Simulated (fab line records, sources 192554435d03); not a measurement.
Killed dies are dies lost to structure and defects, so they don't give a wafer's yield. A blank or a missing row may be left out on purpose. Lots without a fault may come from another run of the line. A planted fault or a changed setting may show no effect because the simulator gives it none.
Chamber matching | flow n5_finfet | N5_BEOL_M13_ETCH_67 on rie_diel-05: 4 sister chambers
The step etches SiARC in CF4, target depth 143 nm, time 238.3 s. 22 wafers are shown with their chamber, then 11 later ones without.

WAFERS WITH THEIR CHAMBER
wafer  | chamber | drypump_motor_current_A (A) | showerhead_plenum_p_Torr (Torr) | etch_rf_on_time_s (s)
L076.3 | 2       | 5.3                         | 2.21                            | 243
L076.4 | 1       | 6.7                         | 2.06                            | 242
L076.6 | 2       | 5.3                         | 2.21                            | 242
L077.2 | 2       | 5.3                         | 2.21                            | 245
L077.4 | 1       | 6.7                         | 2.05                            | 244
L077.5 | 0       | 6.7                         | 2.04                            | 237
L078.1 | 0       | 6.7                         | 2.04                            | 234
L078.3 | 3       | 4.9                         | 2.26                            | 235
L078.5 | 3       | 4.9                         | 2.26                            | 234
L081.2 | 3       | 4.9                         | 2.26                            | 236
L081.3 | 1       | 6.7                         | 2.05                            | 244
L081.5 | 1       | 6.7                         | 2.05                            | 242
L085.2 | 3       | 4.9                         | 2.25                            | 236
L085.4 | 3       | 4.9                         | 2.25                            | 237
L085.6 | 2       | 5.3                         | 2.20                            | 240
L089.3 | 0       | 6.7                         | 2.28                            | 230
L089.5 | 3       | 4.9                         | 2.25                            | 241
L089.6 | 0       | 6.7                         | 2.28                            | 232
L092.2 | 1       | 6.7                         | 2.04                            | 245
L092.4 | 1       | 6.7                         | 2.04                            | 246
L092.6 | 3       | 5.0                         | 2.25                            | 241
L087.1 | 2       | 5.3                         | 2.19                            | 233

SIGNATURES (means of the wafers above)
reading                  | chamber 0 | chamber 1 | chamber 2 | chamber 3 | scatter within a chamber
drypump_motor_current_A  | 6.700     | 6.700     | 5.300     | 4.914     | 0.0218
showerhead_plenum_p_Torr | 2.1600    | 2.0483    | 2.2040    | 2.2543    | 0.0569
etch_rf_on_time_s        | 233.25    | 243.83    | 240.60    | 237.14    | 3.09
Rule: a wafer's distance from a chamber is the root of the sum, over the readings, of the square of ((its reading less the chamber's mean) divided by the reading's scatter). The wafer belongs to the nearest chamber; if the next one is less than 2 further off, it can't be placed. The scatter: the root of (the sum of the squares of (reading less its chamber's mean) over the shown wafers, divided by (wafers less chambers)).

WAFERS WITHOUT THEIR CHAMBER
wafer  | drypump_motor_current_A (A) | showerhead_plenum_p_Torr (Torr) | etch_rf_on_time_s (s)
L087.2 | 6.7                         | 2.28                            | 231
L087.3 | 6.7                         | 2.04                            | 241
L096.1 | 6.7                         | 2.04                            | 245
L096.4 | 5.3                         | 2.19                            | 232
L096.5 | 6.7                         | 2.04                            | 243
L097.1 | 6.7                         | 2.28                            | 231
L097.3 | 6.7                         | 2.04                            | 244
L097.6 | 6.7                         | 2.28                            | 234
L086.3 | 6.7                         | 2.28                            | 231
L086.4 | 4.9                         | 2.24                            | 237
L086.5 | 5.3                         | 2.19                            | 234

WHICH CHAMBER EACH WENT THROUGH
wafer  | from the rows above | in truth
L087.2 | 0                   | 0
L087.3 | 1                   | 1
L096.1 | 1                   | 1
L096.4 | 2                   | 2
L096.5 | 1                   | 1
L097.1 | 0                   | 0
L097.3 | 1                   | 1
L097.6 | 0                   | 0
L086.3 | 0                   | 0
L086.4 | 3                   | 3
L086.5 | 2                   | 2
Placed correctly: 11 of 11. Can't be placed from these rows: 0. Placed wrongly: 0.
